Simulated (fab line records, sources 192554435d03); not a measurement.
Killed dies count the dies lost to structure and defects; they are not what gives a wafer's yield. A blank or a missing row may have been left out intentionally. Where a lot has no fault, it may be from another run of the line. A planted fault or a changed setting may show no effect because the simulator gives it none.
Matching of chambers / flow n5 finfet / N5_FIN_SAQP_ETCH_34 on rie diel-04 has 4 sister chambers
The step etches SiO2 in C4F6/O2, target depth 45 nm, time 15 s. 14 wafers are shown with their chamber, then 7 later ones without.

## WAFERS PAIRED WITH THEIR CHAMBERS
wafer=L074.2; chamber=0; drypump motor current A (A)=6.2; rf vpp V (V)=693; showerhead plenum p Torr (Torr)=2.91
wafer=L074.3; chamber=2; drypump motor current A (A)=5.5; rf vpp V (V)=639; showerhead plenum p Torr (Torr)=2.97
wafer=L074.4; chamber=1; drypump motor current A (A)=5.4; rf vpp V (V)=687; showerhead plenum p Torr (Torr)=2.85
wafer=L075.1; chamber=2; drypump motor current A (A)=5.5; rf vpp V (V)=639; showerhead plenum p Torr (Torr)=2.96
wafer=L075.5; chamber=2; drypump motor current A (A)=5.5; rf vpp V (V)=639; showerhead plenum p Torr (Torr)=2.96
wafer=L075.6; chamber=3; drypump motor current A (A)=6.2; rf vpp V (V)=673; showerhead plenum p Torr (Torr)=2.82
wafer=L078.1; chamber=3; drypump motor current A (A)=6.2; rf vpp V (V)=670; showerhead plenum p Torr (Torr)=2.81
wafer=L078.5; chamber=2; drypump motor current A (A)=5.4; rf vpp V (V)=639; showerhead plenum p Torr (Torr)=2.96
wafer=L078.6; chamber=3; drypump motor current A (A)=6.2; rf vpp V (V)=672; showerhead plenum p Torr (Torr)=2.81
wafer=L083.1; chamber=1; drypump motor current A (A)=5.4; rf vpp V (V)=686; showerhead plenum p Torr (Torr)=2.84
wafer=L083.3; chamber=3; drypump motor current A (A)=6.2; rf vpp V (V)=671; showerhead plenum p Torr (Torr)=2.81
wafer=L083.5; chamber=2; drypump motor current A (A)=5.5; rf vpp V (V)=640; showerhead plenum p Torr (Torr)=2.95
wafer=L087.1; chamber=0; drypump motor current A (A)=6.2; rf vpp V (V)=692; showerhead plenum p Torr (Torr)=2.90
wafer=L087.4; chamber=1; drypump motor current A (A)=5.4; rf vpp V (V)=687; showerhead plenum p Torr (Torr)=2.84

SIGNATURES, as means of the wafers listed above
reading=drypump motor current A; chamber 0=6.200; chamber 1=5.400; chamber 2=5.480; chamber 3=6.200; scatter within a chamber=0.0283
reading=rf vpp V; chamber 0=692.50; chamber 1=686.67; chamber 2=639.20; chamber 3=671.50; scatter within a chamber=0.835
reading=showerhead plenum p Torr; chamber 0=2.9050; chamber 1=2.8433; chamber 2=2.9600; chamber 3=2.8125; scatter within a chamber=0.00626
Rule: distance of a wafer from a chamber = root of the sum over the readings of ((wafer's reading minus chamber's mean) / reading's scatter) squared. The wafer belongs to the nearest chamber; if the next one is less than 2 further off, it can't be placed. The scatter: take each reading less its chamber's mean, square it, sum over the shown wafers, divide by the number of wafers less the number of chambers, and take the root.

## WAFERS MISSING THEIR CHAMBER
wafer=L087.5; drypump motor current A (A)=5.4; rf vpp V (V)=686; showerhead plenum p Torr (Torr)=2.84
wafer=L094.1; drypump motor current A (A)=6.2; rf vpp V (V)=693; showerhead plenum p Torr (Torr)=2.89
wafer=L094.2; drypump motor current A (A)=6.2; rf vpp V (V)=672; showerhead plenum p Torr (Torr)=2.80
wafer=L094.4; drypump motor current A (A)=5.5; rf vpp V (V)=640; showerhead plenum p Torr (Torr)=2.94
wafer=L095.1; drypump motor current A (A)=5.5; rf vpp V (V)=639; showerhead plenum p Torr (Torr)=2.94
wafer=L095.4; drypump motor current A (A)=6.2; rf vpp V (V)=691; showerhead plenum p Torr (Torr)=2.89
wafer=L095.5; drypump motor current A (A)=6.1; rf vpp V (V)=672; showerhead plenum p Torr (Torr)=2.80

## WHICH CHAMBER EACH WENT THROUGH
wafer=L087.5; from the rows above=1; in truth=1
wafer=L094.1; from the rows above=0; in truth=0
wafer=L094.2; from the rows above=3; in truth=3
wafer=L094.4; from the rows above=2; in truth=2
wafer=L095.1; from the rows above=2; in truth=2
wafer=L095.4; from the rows above=0; in truth=0
wafer=L095.5; from the rows above=3; in truth=3
Correctly placed: 7 of 7. Number that these rows cannot place: 0. 0 placed wrongly.
